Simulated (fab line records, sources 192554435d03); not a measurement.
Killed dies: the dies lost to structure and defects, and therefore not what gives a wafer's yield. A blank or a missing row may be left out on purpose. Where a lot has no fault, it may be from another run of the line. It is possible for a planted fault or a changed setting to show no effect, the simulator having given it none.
A struck lot beside a sound one | flow n5Finfet | 37 out of 1938 route steps
Sound: these wafers, L634.1, L634.5, L634.6. Struck: wafers L638.4, L638.6 (left out: L638.1, a lot-mate that was not struck); the cause follows at the end.
At each step with rows: each side's tool, then ch and its chambers, then its first start. Under that, the readings that differ: sound wafers | struck wafers | difference of the means | sigmas: that difference in standard deviations of wafers without a fault.
alike: a reading whose means differ by less than 2 such deviations, as well as words and numbers matching on both sides. not compared: withheld readings; readings where some wafer has no value; bounds like >300 that might hide an equal value; numbers whose values overlap and for which the record gives no deviation.
Wherever a step has rows on one side only, a row that says differs or no value, or a row with sigmas, the two part there. Numbers that have no deviation but don't overlap get no sigmas and don't part them. A reading missing from all wafers of one side parts the sides only when that side holds two or more wafers.

first, 10 steps without rows for these wafers: N5_HKMG_FIN_ALD_21 (deposits TiN, target thk 1.5 nm, pulse time 1 s, purge time 3 s); N5_HKMG_FIN_ALD_72 (deposits W, target thk 2 nm, pulse time 1 s, purge time 2 s); N5_HKMG_FIN_W_FILL_22 (material W, target thk 60 nm, time 18.2 s); N5_HKMG_FIN_PRECLEAN_83 (cleans in DIW, time 57.5 s); N5_HKMG_FIN_SRD_84 (dry time 32 s); N5_HKMG_FIN_CMP_23 (polishes, stops on SiNx, t overpolish 10 s, target thk 46.326 nm); N5_HKMG_FIN_CMP_94 (polishes, stops on SiNx, t overpolish 4.7 s, target thk 43.299 nm); N5_GATE_CUT_ETCHBACK_00 (etches W in SF6/Cl2); N5_GATE_CUT_ETCH_56 (etches TiN in Cl2/Ar, target depth 21.6 nm); N5_GATE_CUT_ETCHBACK_30 (etches TiN in Cl2/Ar, target depth 3 nm).
N5_GATE_CUT_VAPOR_ETCH_60: etches HfO2 in BCl3/Cl2.
  sound on rieMetal-03 ch 0,1, day 5 01:41; struck on rieMetal-03 ch 0, day 6 03:59
  alike: drypumpMotorCurrentA, oesProductAu
then, 25 steps without rows for these wafers: N5_GATE_CUT_ETCH_58 (etches SiNx in CH3F/O2, target depth 17 nm, time 128.6 s); N5_GATE_CUT_STRIP_59 (strips in N2/H2, time 20 s); N5_GATE_CUT_PRECLEAN_31 (cleans in DIW, time 300 s); N5_GATE_CUT_SRD_32 (time 30 s); N5_GATE_CUT_SAC_CAP_01 (material SiNx, target thk 24 nm, pulse time 1 s, ald cycles 480); N5_GATE_CUT_PECVD_57 (deposits SiNx from SiH4/NH3/N2, target thk 21 nm); N5_GATE_CUT_CMP_02 (polishes, stops on SiO2, t overpolish 12.7 s, target thk 0 nm); N5_GATE_CUT_HM_DEP_46 (deposits SiO2 from TEOS/O2, target thk 130 nm, time 26.6 s); N5_GATE_CUT_COAT_34 (time 60 s, resist thk 60 nm); N5_GATE_CUT_COAT_35 (time 60 s, resist thk 10 nm); N5_GATE_CUT_COAT_27 (time 60 s, resist thk 10 nm); N5_GATE_CUT_COAT_07 (resist thk 30 nm); N5_GATE_CUT_EBR_09; N5_GATE_CUT_SOFTBAKE_08 (time 60 s); N5_GATE_CUT_EXPOSE_10 (exposes mask GATE CUT, target cd 20 nm); N5_GATE_CUT_PEB_11 (peb time 60 s); N5_GATE_CUT_DEVELOP_12 (develop time 30 s); N5_GATE_CUT_DESCUM_18 (chemistry O2, time 7 s); N5_GATE_CUT_ETCH_28 (etches underlayer in N2/H2, target depth 13 nm, time 10.4 s); N5_GATE_CUT_ETCH_36 (etches SiARC in CF4, target depth 13 nm, time 21.7 s); N5_GATE_CUT_ETCH_37 (etches SOC in N2/H2, target depth 60 nm, overetch 12 nm, time 90 s); N5_GATE_CUT_STRIP_38 (strips in N2/H2); N5_GATE_CUT_STRIP_39 (strips in N2/H2); N5_GATE_CUT_HM_OPEN_40 (chemistry C4F6/O2, target SiO2, target depth 139 nm, time 85.1 s); N5_GATE_CUT_STRIP_41 (strips in CF4).
-- the record jumps here: 8 days lie between the struck wafers' starts before and after (it left off in module GATE_CUT and takes up again in module PASSIVATION, whose first step shown is number 1936 of the route) --
N5_PASSIVATION_PROBE_49:
  sound on prober-02 at day 12 17:05; struck on prober-01 at day 14 03:26
reading                 | sound          | struck    | difference | sigmas
defectLimitedYield (%)  | 90.4 88.7 91.5 | 84.5 84.5 | -5.7       | -4
killedAtFrontEnd        | 35 46 48       | 133 134   | +90        | +9
killedDies              | 113 133 100    | 183 183   | +68        | +4
killedOnRim             | 12 17 11       | 28 28     | +15        | +4
sort_bin_5_function (%) | 5.5 7.0 5.3    | 9.7 9.1   | +3.5       | +4
sortNPass               | 1067 1047 1080 | 997 997   | -68        | -4
sortYieldPct (%)        | 90.4 88.7 91.5 | 84.5 84.5 | -5.7       | -4
  alike: killed_at_M0_to_M3, killed_at_M4_up, killedAtContacts, killedAtOther, killedOpen, killedShort, sort_bin_6_memory

== WHERE THEY PART ==
Only at N5_PASSIVATION_PROBE_49, as far as this record shows.

WHY: the cause the simulator had injected
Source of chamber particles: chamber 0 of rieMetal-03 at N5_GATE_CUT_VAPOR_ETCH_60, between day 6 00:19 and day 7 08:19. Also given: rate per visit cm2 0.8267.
